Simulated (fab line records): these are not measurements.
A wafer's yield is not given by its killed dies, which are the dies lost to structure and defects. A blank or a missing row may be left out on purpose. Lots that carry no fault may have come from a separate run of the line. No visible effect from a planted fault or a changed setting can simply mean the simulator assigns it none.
Which tool did it?    flow n5-finfet    20 lots, 60 wafers sampled, at 6 steps of a route of 1938

== WHAT THE GAUGES READ, wafer by wafer ==
Not one reading of a measure or inspect step in the record can be checked against a usual standard deviation.

== WHICH TOOL RAN EACH LOT (tool, then ch and the chambers of the sampled wafers, then the start) ==
lot   N5_BEOL_M9_STRIP_19                 N5_BEOL_M9_ETCH_76                  N5_BEOL_M9_PRE_CLEAN_45       N5_BEOL_M10_CURE_71            N5_BEOL_M10_PECVD_70             N5_BEOL_M10_ETCH_66
L074  rie-diel-02 ch 1,2,3, day 11 07:36  rie-diel-02 ch 1,2,3, day 11 10:08  pvd-sputter-03, day 11 11:43  uv-cure-02 ch 0, day 11 13:25  pecvd-04 ch 0,1, day 11 13:58    rie-diel-04 ch 0,2,3, day 11 19:31
L075  rie-diel-01 ch 0,2, day 11 12:38    rie-diel-05 ch 0,2, day 11 14:46    pvd-sputter-02, day 11 15:48  uv-cure-02 ch 0, day 11 17:58  pecvd-04 ch 0,1,2, day 11 18:31  rie-diel-03 ch 0,1,2, day 11 22:52
L077  rie-diel-01 ch 0,1,2, day 11 13:25  rie-diel-01 ch 0,2, day 11 14:57    pvd-sputter-02, day 11 15:58  uv-cure-03 ch 1, day 11 18:25  pecvd-03 ch 0,1,2, day 11 18:53  rie-diel-04 ch 0,1,3, day 11 22:41
L078  rie-diel-02 ch 0,1,3, day 12 07:51  rie-diel-01 ch 1,2,3, day 12 08:31  pvd-sputter-01, day 12 09:56  uv-cure-02 ch 0, day 12 12:27  pecvd-03 ch 1,2, day 12 13:00    rie-diel-06 ch 1,3, day 12 17:47
L079  rie-diel-02 ch 0,2,3, day 12 12:53  rie-diel-02 ch 1,2, day 12 14:25    pvd-sputter-02, day 12 15:43  uv-cure-01 ch 1, day 12 18:22  pecvd-02 ch 0,1, day 12 18:50    rie-diel-03 ch 0,3, day 12 21:49
L080  rie-diel-05 ch 1,2,3, day 12 13:07  rie-diel-05 ch 1,2,3, day 12 14:20  pvd-sputter-02, day 12 15:28  uv-cure-03 ch 2, day 12 17:58  pecvd-03 ch 0,1, day 12 18:59    rie-diel-06 ch 0,2,3, day 12 21:59
L081  rie-diel-05 ch 0,2,3, day 12 13:36  rie-diel-01 ch 0,3, day 12 14:34    pvd-sputter-02, day 12 16:14  uv-cure-03 ch 2, day 12 18:55  pecvd-04 ch 0,1, day 12 19:57    rie-diel-04 ch 0,1,3, day 12 22:51
L082  rie-diel-02 ch 0,3, day 12 20:30    rie-diel-02 ch 1,2,3, day 12 21:45  pvd-sputter-01, day 12 23:23  uv-cure-01 ch 1, day 13 00:59  pecvd-03 ch 1,2, day 13 01:32    rie-diel-04 ch 0,1,3, day 13 07:02
L083  rie-diel-05 ch 0,1,3, day 13 15:26  rie-diel-01 ch 1,2,3, day 13 16:49  pvd-sputter-03, day 13 18:28  uv-cure-01 ch 0, day 13 20:38  pecvd-02 ch 0,1,2, day 13 21:40  rie-diel-06 ch 0,1,3, day 14 04:52
L084  rie-diel-02 ch 2,3, day 13 18:29    rie-diel-01 ch 2,3, day 13 23:19    pvd-sputter-01, day 14 00:49  uv-cure-01 ch 1, day 14 03:01  pecvd-02 ch 0,2, day 14 03:25    rie-diel-03 ch 2,3, day 14 08:43
L086  rie-diel-05 ch 1,3, day 14 06:32    rie-diel-05 ch 1,2, day 14 08:53    pvd-sputter-03, day 14 09:58  uv-cure-03 ch 0, day 14 12:34  pecvd-04 ch 1,2, day 14 13:07    rie-diel-03 ch 1,3, day 14 18:42
L087  rie-diel-05 ch 1,2,3, day 14 06:41  rie-diel-05 ch 1,2,3, day 14 08:22  pvd-sputter-01, day 14 09:50  uv-cure-02 ch 0, day 14 12:02  pecvd-02 ch 0,1,2, day 14 12:35  rie-diel-04 ch 0,2, day 14 15:32
L091  rie-diel-01 ch 1,2,3, day 15 10:37  rie-diel-02 ch 0,1,3, day 15 14:26  pvd-sputter-03, day 15 15:43  uv-cure-02 ch 1, day 15 17:37  pecvd-03 ch 0,1,2, day 15 18:10  rie-diel-03 ch 1,2, day 15 21:58
L090  rie-diel-05 ch 0,3, day 15 11:07    rie-diel-05 ch 0,1,3, day 15 14:53  pvd-sputter-03, day 15 16:11  uv-cure-01 ch 0, day 15 19:32  pecvd-02 ch 0,1,2, day 15 20:05  rie-diel-04 ch 0,1,3, day 16 00:53
L088  rie-diel-05 ch 2,3, day 15 15:43    rie-diel-05 ch 0,1,2, day 15 16:18  pvd-sputter-02, day 15 17:16  uv-cure-03 ch 0, day 15 20:16  pecvd-03 ch 0,1,2, day 15 20:39  rie-diel-06 ch 0,1,2, day 16 01:08
L092  rie-diel-05 ch 0,1, day 15 16:13    rie-diel-05 ch 0,1,3, day 15 17:03  pvd-sputter-01, day 15 18:49  uv-cure-01 ch 0, day 15 20:55  pecvd-03 ch 0,1,2, day 15 21:24  rie-diel-03 ch 2,3, day 16 01:44
L094  rie-diel-01 ch 0,1, day 16 01:55    rie-diel-02 ch 0,1,3, day 16 05:44  pvd-sputter-01, day 16 06:57  uv-cure-01 ch 2, day 16 09:29  pecvd-02 ch 0,1,2, day 16 09:52  rie-diel-04 ch 2,3, day 16 12:08
L093  rie-diel-02 ch 1,2,3, day 16 02:06  rie-diel-01 ch 0,1,2, day 16 06:09  pvd-sputter-03, day 16 07:10  uv-cure-02 ch 0, day 16 09:31  pecvd-02 ch 1,2, day 16 10:04    rie-diel-04 ch 0,1, day 16 14:24
L095  rie-diel-05 ch 0,2, day 16 13:17    rie-diel-01 ch 0,2, day 16 14:19    pvd-sputter-01, day 16 15:21  uv-cure-03 ch 2, day 16 18:13  pecvd-04 ch 0,1,2, day 16 18:41  rie-diel-04 ch 0,1,2, day 16 22:58
L097  rie-diel-05 ch 0,1,3, day 16 20:47  rie-diel-05 ch 1,2,3, day 16 22:49  pvd-sputter-01, day 17 00:09  uv-cure-02 ch 0, day 17 01:55  pecvd-04 ch 0,1,2, day 17 02:28  rie-diel-03 ch 0,1,2, day 17 09:01
- N5_BEOL_M9_STRIP_19: strips in O2.
- N5_BEOL_M9_ETCH_76: etches underlayer in N2/H2, target depth 6.5 nm, time 5.2 s.
- N5_BEOL_M9_PRE_CLEAN_45: time 30 s.
- N5_BEOL_M10_CURE_71: cures SiCOH lowk, time 240 s.
- N5_BEOL_M10_PECVD_70: deposits SiO2 from TEOS/O2, target thk 20 nm, time 22.7 s.
- N5_BEOL_M10_ETCH_66: etches SOC in N2/H2, target depth 120 nm, overetch 24 nm, time 180 s.

== AS READ BY THE TOOLS THEMSELVES (means over the sampled wafers that have a number; for cases with no such wafer, the mark the record gives instead) ==
N5_BEOL_M9_STRIP_19. Usual: drypump-motor-current-A 5.8 A, standard deviation 0.39; oes-product-au 0.81 a.u., standard deviation 0.096; rf-vpp-V 3.6 V, standard deviation 0.59; showerhead-plenum-p-Torr 2.11 Torr, standard deviation 0.069; temp-c 39.97 C, standard deviation 0.11; throttle-valve-pct 16.67 %, standard deviation 0.19.
lot   tool         drypump-motor-current-A (A)  oes-product-au (a.u.)  rf-vpp-V (V)  showerhead-plenum-p-Torr (Torr)  temp-c (C)  throttle-valve-pct (%)  flag
L074  rie-diel-02  6.1                          0.82                   3.8           2.14                             40.00       16.53                   
L075  rie-diel-01  6.2                          0.87                   3.7           2.15                             39.83       16.70                   
L077  rie-diel-01  6.0                          0.90                   4.2           2.17                             39.89       16.65                   
L078  rie-diel-02  5.8                          0.82                   3.5           2.17                             40.01       16.70                   
L079  rie-diel-02  6.0                          0.76                   3.4           2.15                             39.94       16.79                   
L080  rie-diel-05  5.6                          0.80                   3.6           2.08                             39.95       16.65                   
L081  rie-diel-05  5.6                          0.78                   3.2           2.10                             39.95       16.68                   
L082  rie-diel-02  5.8                          0.77                   3.2           2.18                             40.02       16.96                   
L083  rie-diel-05  6.0                          0.77                   3.7           2.13                             39.87       16.72                   
L084  rie-diel-02  6.2                          0.73                   4.0           2.11                             40.01       16.65                   
L086  rie-diel-05  5.9                          0.84                   3.5           2.12                             40.00       16.63                   
L087  rie-diel-05  5.6                          0.78                   3.4           2.07                             39.99       16.67                   
L091  rie-diel-01  5.8                          0.85                   3.3           2.16                             40.02       16.68                   
L090  rie-diel-05  5.8                          0.91                   3.7           2.14                             39.97       16.54                   
L088  rie-diel-05  5.3                          0.76                   3.4           2.04                             40.00       16.66                   
L092  rie-diel-05  6.0                          0.80                   4.1           2.09                             39.99       16.64                   
L094  rie-diel-01  6.1                          0.81                   3.7           2.12                             39.93       16.83                   
L093  rie-diel-02  6.0                          0.87                   3.3           2.13                             40.02       16.44                   
L095  rie-diel-05  5.4                          0.78                   4.0           2.04                             40.02       16.64                   
L097  rie-diel-05  5.9                          0.84                   3.6           2.12                             40.00       16.61                   

N5_BEOL_M9_ETCH_76. Usual: value, then standard deviation, for each; bias-w 150.0 W / 0.47; drypump-motor-current-A 5.8 A / 0.36; etch-rf-on-time-s 5.19 s / 0.11; oes-product-au 0.69 a.u. / 0.074; rf-vpp-V 525.0 V / 2.7; showerhead-plenum-p-Torr 2.57 Torr / 0.08; throttle-valve-pct 17.84 % / 0.22.
lot   tool         bias-w (W)  drypump-motor-current-A (A)  etch-rf-on-time-s (s)  oes-product-au (a.u.)  rf-vpp-V (V)  showerhead-plenum-p-Torr (Torr)  throttle-valve-pct (%)  flag
L074  rie-diel-02  149.9       6.1                          5.28                   0.69                   525.7         2.60                             17.76                   
L075  rie-diel-05  150.0       5.7                          5.26                   0.59                   524.5         2.54                             17.95                   
L077  rie-diel-01  149.9       6.1                          5.17                   0.73                   526.5         2.62                             17.94                   
L078  rie-diel-01  149.7       5.8                          5.19                   0.75                   525.4         2.62                             17.75                   
L079  rie-diel-02  150.5       5.9                          5.25                   0.69                   524.8         2.57                             17.74                   
L080  rie-diel-05  149.9       5.6                          5.07                   0.68                   523.2         2.50                             17.73                   
L081  rie-diel-01  149.8       6.0                          5.25                   0.70                   525.1         2.57                             17.94                   
L082  rie-diel-02  150.2       6.1                          5.24                   0.68                   525.0         2.60                             17.80                   
L083  rie-diel-01  150.4       5.8                          5.11                   0.75                   526.6         2.61                             17.76                   
L084  rie-diel-01  150.1       5.8                          5.15                   0.72                   526.6         2.59                             17.76                   
L086  rie-diel-05  150.1       5.4                          5.08                   0.62                   521.5         2.44                             17.75                   
L087  rie-diel-05  150.3       5.6                          5.05                   0.68                   523.8         2.50                             17.73                   
L091  rie-diel-02  149.6       5.8                          5.17                   0.68                   526.6         2.63                             17.96                   
L090  rie-diel-05  149.9       6.0                          5.19                   0.73                   523.9         2.56                             17.78                   
L088  rie-diel-05  149.7       5.7                          5.23                   0.67                   522.5         2.50                             17.77                   
L092  rie-diel-05  149.7       6.0                          5.23                   0.72                   524.6         2.56                             17.76                   
L094  rie-diel-02  150.2       5.8                          5.22                   0.67                   526.3         2.63                             17.97                   
L093  rie-diel-01  150.3       6.0                          5.20                   0.72                   525.5         2.62                             17.91                   
L095  rie-diel-01  150.6       6.0                          5.06                   0.73                   528.6         2.64                             17.80                   
L097  rie-diel-05  149.9       5.6                          5.17                   0.65                   523.2         2.49                             17.77                   

N5_BEOL_M9_PRE_CLEAN_45. Usual: heater-power-w 338 W, standard deviation 22; susceptor-temp-C 250.00 C, standard deviation 0.18.
lot   tool            heater-power-w (W)  susceptor-temp-C (C)  flag
L074  pvd-sputter-03  348                 250.06                
L075  pvd-sputter-02  327                 249.92                
L077  pvd-sputter-02  322                 249.95                
L078  pvd-sputter-01  323                 249.90                
L079  pvd-sputter-02  345                 249.90                
L080  pvd-sputter-02  342                 249.86                
L081  pvd-sputter-02  343                 250.00                
L082  pvd-sputter-01  323                 250.14                
L083  pvd-sputter-03  329                 249.98                
L084  pvd-sputter-01  337                 250.18                
L086  pvd-sputter-03  333                 250.08                
L087  pvd-sputter-01  338                 249.99                
L091  pvd-sputter-03  361                 249.88                
L090  pvd-sputter-03  333                 250.05                
L088  pvd-sputter-02  345                 250.04                
L092  pvd-sputter-01  324                 250.03                
L094  pvd-sputter-01  334                 249.89                
L093  pvd-sputter-03  337                 250.03                
L095  pvd-sputter-01  332                 250.28                
L097  pvd-sputter-01  330                 250.14                

N5_BEOL_M10_CURE_71. Usual: lamp-power-pct 52.32 %, standard deviation 0.051; wafer_temp_C_max 387.0, standard deviation 0.7.
lot   tool        lamp-power-pct (%)  wafer_temp_C_max  flag
L074  uv-cure-02  52.23               387.6             
L075  uv-cure-02  52.33               387.5             
L077  uv-cure-03  52.37               386.8             
L078  uv-cure-02  52.32               387.1             
L079  uv-cure-01  52.34               387.5             
L080  uv-cure-03  52.31               387.3             
L081  uv-cure-03  52.30               387.4             
L082  uv-cure-01  52.30               387.3             
L083  uv-cure-01  52.31               386.5             
L084  uv-cure-01  52.33               387.2             
L086  uv-cure-03  52.31               385.5             
L087  uv-cure-02  52.27               387.3             
L091  uv-cure-02  52.37               387.1             
L090  uv-cure-01  52.34               386.5             
L088  uv-cure-03  52.33               385.8             
L092  uv-cure-01  52.33               387.0             
L094  uv-cure-01  52.34               386.6             
L093  uv-cure-02  52.31               387.6             
L095  uv-cure-03  52.30               387.6             
L097  uv-cure-02  52.33               387.3             

N5_BEOL_M10_PECVD_70. Usual: chamber-pressure-Torr 5.501 Torr, standard deviation 0.011; heater-power-w 772 W, standard deviation 120; showerhead-plenum-p-Torr 8.78 Torr, standard deviation 0.081; susceptor-temp-C 400.02 C, standard deviation 0.21; throttle-valve-pct 22.6 %, standard deviation 2.
lot   tool      chamber-pressure-Torr (Torr)  heater-power-w (W)  showerhead-plenum-p-Torr (Torr)  susceptor-temp-C (C)  throttle-valve-pct (%)  flag
L074  pecvd-04  5.503                         666                 8.74                             400.18                22.9                    
L075  pecvd-04  5.504                         675                 8.77                             399.97                22.1                    
L077  pecvd-03  5.507                         795                 8.85                             400.06                23.8                    
L078  pecvd-03  5.498                         921                 8.88                             400.23                21.3                    
L079  pecvd-02  5.505                         748                 8.76                             399.98                22.2                    
L080  pecvd-03  5.489                         824                 8.85                             399.88                24.8                    
L081  pecvd-04  5.498                         706                 8.75                             400.06                22.0                    
L082  pecvd-03  5.500                         841                 8.89                             400.06                22.5                    
L083  pecvd-02  5.497                         798                 8.71                             400.19                22.0                    
L084  pecvd-02  5.498                         944                 8.68                             399.79                21.9                    
L086  pecvd-04  5.512                         659                 8.75                             399.90                23.3                    
L087  pecvd-02  5.501                         796                 8.72                             399.97                22.1                    
L091  pecvd-03  5.506                         827                 8.84                             399.87                23.5                    
L090  pecvd-02  5.489                         810                 8.73                             400.15                22.1                    
L088  pecvd-03  5.503                         854                 8.86                             400.09                23.6                    
L092  pecvd-03  5.505                         801                 8.84                             400.13                23.8                    
L094  pecvd-02  5.494                         840                 8.71                             400.13                22.3                    
L093  pecvd-02  5.502                         891                 8.73                             400.07                22.5                    
L095  pecvd-04  5.492                         636                 8.79                             400.12                22.3                    
L097  pecvd-04  5.512                         697                 8.78                             400.13                22.3                    

N5_BEOL_M10_ETCH_66. Usual: value, then standard deviation, for each; bias-w 149.9 W / 0.44; drypump-motor-current-A 5.6 A / 0.48; oes-product-au 0.64 a.u. / 0.059; rf-vpp-V 522.9 V / 2.6; showerhead-plenum-p-Torr 2.51 Torr / 0.089; temp-c 39.98 C / 0.11; throttle-valve-pct 17.74 % / 0.21.
lot   tool         bias-w (W)  drypump-motor-current-A (A)  oes-product-au (a.u.)  rf-vpp-V (V)  showerhead-plenum-p-Torr (Torr)  temp-c (C)  throttle-valve-pct (%)  flag
L074  rie-diel-04  150.0       5.8                          0.58                   520.9         2.48                             39.85       17.93                   
L075  rie-diel-03  150.1       5.7                          0.63                   523.9         2.54                             40.07       17.72                   
L077  rie-diel-04  150.6       5.5                          0.60                   522.3         2.46                             39.99       17.67                   
L078  rie-diel-06  149.5       5.6                          0.69                   527.1         2.68                             39.93       17.76                   
L079  rie-diel-03  149.7       5.3                          0.61                   524.7         2.57                             39.95       17.78                   
L080  rie-diel-06  149.9       5.2                          0.71                   526.3         2.61                             39.99       17.72                   
L081  rie-diel-04  149.8       5.5                          0.59                   521.5         2.45                             40.00       17.69                   
L082  rie-diel-04  150.1       5.5                          0.59                   521.5         2.45                             40.04       17.70                   
L083  rie-diel-06  150.1       5.4                          0.68                   526.9         2.65                             40.07       17.80                   
L084  rie-diel-03  150.2       5.7                          0.63                   521.1         2.44                             40.02       17.83                   
L086  rie-diel-03  150.0       5.9                          0.62                   521.5         2.47                             39.92       17.64                   
L087  rie-diel-04  149.4       5.6                          0.67                   522.6         2.45                             40.01       17.91                   
L091  rie-diel-03  150.0       5.8                          0.62                   522.6         2.46                             39.94       17.83                   
L090  rie-diel-04  150.5       5.5                          0.65                   520.9         2.44                             40.12       17.60                   
L088  rie-diel-06  149.9       5.5                          0.67                   525.9         2.60                             39.80       17.74                   
L092  rie-diel-03  149.7       5.6                          0.62                   520.6         2.43                             40.00       17.94                   
L094  rie-diel-04  149.9       6.1                          0.75                   522.1         2.49                             40.12       17.48                   
L093  rie-diel-04  149.8       5.2                          0.60                   521.2         2.42                             40.00       17.83                   
L095  rie-diel-04  150.1       5.8                          0.64                   520.4         2.44                             39.95       17.81                   
L097  rie-diel-03  150.0       5.7                          0.60                   522.6         2.52                             39.94       17.80                   

== THE ANSWER, worked out from the rows above alone ==
Rule: lot off if the mean of its wafers having a number is beyond 3 standard deviations from the usual mean. A lot without any number at a reading at which 4 lots or more have one is off too. All remaining lots with rows at the step are treated as sound. After the gauges, taken in route order, come the tools' own readings; for these a lot's mean is taken, as printed above. At the first step where some lot is off, the reading lying furthest off is the one used; lots without a number count as furthest.
No lot is off on any of the readings shown, so nothing can be concluded from this.

== WHAT WAS PUT IN BY THE SIMULATOR ==
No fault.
